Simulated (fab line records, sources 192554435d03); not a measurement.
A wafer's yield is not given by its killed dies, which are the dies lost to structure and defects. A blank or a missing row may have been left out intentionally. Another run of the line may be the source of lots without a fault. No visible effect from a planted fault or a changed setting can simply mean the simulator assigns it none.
A lot that was struck, set against a sound lot | flow n5 finfet | 36 steps out of a route of 1938
Sound: the wafers L790.1, L790.2, L790.4. Struck: wafer L798.3 (left out: L798.2, L798.5 of the same lot, which were not struck); the cause appears at the end.
At each step with rows: each side's tool, then ch and its chambers, then its first start. Under that, the readings that differ: sound wafers | struck wafers | difference of the means | sigmas: that difference in standard deviations of wafers without a fault.
alike: readings with means less than 2 such deviations apart, plus words and numbers identical on both sides. not compared: withheld readings, readings lacking a value on some wafer, bounds such as >300 that could conceal the same value, and numbers that have no deviation in the record and whose values overlap.
Wherever a step has rows on one side only, a row that says differs or no value, or a row with sigmas, the two part there. Numbers that don't overlap but have no deviation are shown without sigmas and don't part them. A reading missing from all wafers of one side parts the sides only when that side holds two or more wafers.

first, 11 steps without rows for these wafers: N5_GATE_CUT_DESCUM_18 (chemistry O2, time 7 s); N5_GATE_CUT_ETCH_28 (etches underlayer in N2/H2, target depth 13 nm, time 10.4 s); N5_GATE_CUT_ETCH_36 (etches SiARC in CF4, target depth 13 nm, time 21.7 s); N5_GATE_CUT_ETCH_37 (etches SOC in N2/H2, target depth 60 nm, overetch 12 nm, time 90 s); N5_GATE_CUT_STRIP_38 (strips in N2/H2); N5_GATE_CUT_STRIP_39 (strips in N2/H2); N5_GATE_CUT_HM_OPEN_40 (chemistry C4F6/O2, target SiO2, target depth 139 nm, time 85.1 s); N5_GATE_CUT_STRIP_41 (strips in CF4); N5_GATE_CUT_STRIP_42 (strips in O2); N5_GATE_CUT_ETCH_19 (etches SiNx in CH3F/O2, target depth 53.7 nm, time 76.7 s); N5_GATE_CUT_CUT_ETCH_53 (etches W in SF6/Cl2, target depth 79.2 nm).
N5_GATE_CUT_CUT_ETCH_54: etches TiN in Cl2/BCl3, target depth 96.7 nm.
  sound on rie metal-03 ch 0,1, day 5 19:19; struck on rie metal-02 ch 0, day 7 09:04
  reading                     | sound       | struck | difference | sigmas
  drypump motor current A (A) | 5.5 5.5 5.5 | 6.4    | +0.9       | +2
  alike: chamber pressure mTorr, etch rf on time s, oes product au, throttle valve pct
  not compared: rf hours counter h
then, 23 steps without rows for these wafers: N5_GATE_CUT_CUT_ETCH_55 (etches HfO2 in BCl3, target depth 3.2 nm); N5_GATE_CUT_ETCH_47 (etches SiO2 in Cl2/BCl3, target depth 10 nm); N5_GATE_CUT_VAPOR_ETCH_48 (etches TiN in BCl3/Cl2); N5_GATE_CUT_VAPOR_ETCH_49 (etches TiAlC in BCl3/Cl2); N5_GATE_CUT_VAPOR_ETCH_51 (etches HfO2 in BCl3/Cl2); N5_GATE_CUT_STRIP_21 (strips in N2/H2, time 30 s); N5_GATE_CUT_STRIP_29 (strips in post etch residue remover, time 60 s); N5_GATE_CUT_SRD_52 (time 30 s); N5_GATE_CUT_ALD_22 (deposits SiNx, target thk 16 nm, pulse time 1 s, ald cycles 320); N5_GATE_CUT_CMP_23 (polishes, stops on SiO2, t overpolish 23.4 s, target thk 16 nm); N5_GATE_CUT_CMP_43 (polishes SiO2); N5_GATE_CUT_CMP_61 (polishes, stops on SiNx, t overpolish 3 s); N5_MOL_CONTACT_COAG_COAT_103 (time 60 s, resist thk 80 nm); N5_MOL_CONTACT_COAG_COAT_104 (time 60 s, resist thk 12 nm); N5_MOL_CONTACT_COAG_COAT_58 (time 60 s, resist thk 10 nm); N5_MOL_CONTACT_COAG_COAT_02 (resist thk 30 nm); N5_MOL_CONTACT_COAG_EBR_04; N5_MOL_CONTACT_COAG_SOFTBAKE_03 (time 60 s); N5_MOL_CONTACT_COAG_EXPOSE_05 (exposes mask CA, defocus 0 nm); N5_MOL_CONTACT_COAG_PEB_06 (peb time 60 s); N5_MOL_CONTACT_COAG_DEVELOP_07 (develop time 30 s); N5_MOL_CONTACT_COAG_DESCUM_13 (chemistry O2, time 7 s); N5_MOL_CONTACT_COAG_ETCH_59 (etches underlayer in N2/H2, target depth 13 nm, time 10.4 s).
-- the record jumps here: 8 days lie between the struck wafers' starts before and after (it left off in module MOL_CONTACT_COAG and takes up again in module PASSIVATION, whose first step shown is number 1936 of the route) --
N5_PASSIVATION_PROBE_49:
  sound: prober-01 at day 14 08:47; struck: prober-02 at day 15 16:55
  reading             | sound       | struck | difference | sigmas
  killed at front end | 51 33 47    | 144    | +100       | +9
  killed dies         | 116 111 107 | 198    | +87        | +5
  alike: killed_at_M0_to_M3, killed_at_M4_up, killed at contacts, killed at other, killed open, killed short

WHERE THEY PART
Last at N5_PASSIVATION_PROBE_49 as far as this record goes, first at N5_GATE_CUT_CUT_ETCH_54.

WHY: what had been put in by the simulator
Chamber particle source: rie metal-02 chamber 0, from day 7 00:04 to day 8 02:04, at N5_GATE_CUT_CUT_ETCH_54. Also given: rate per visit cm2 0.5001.
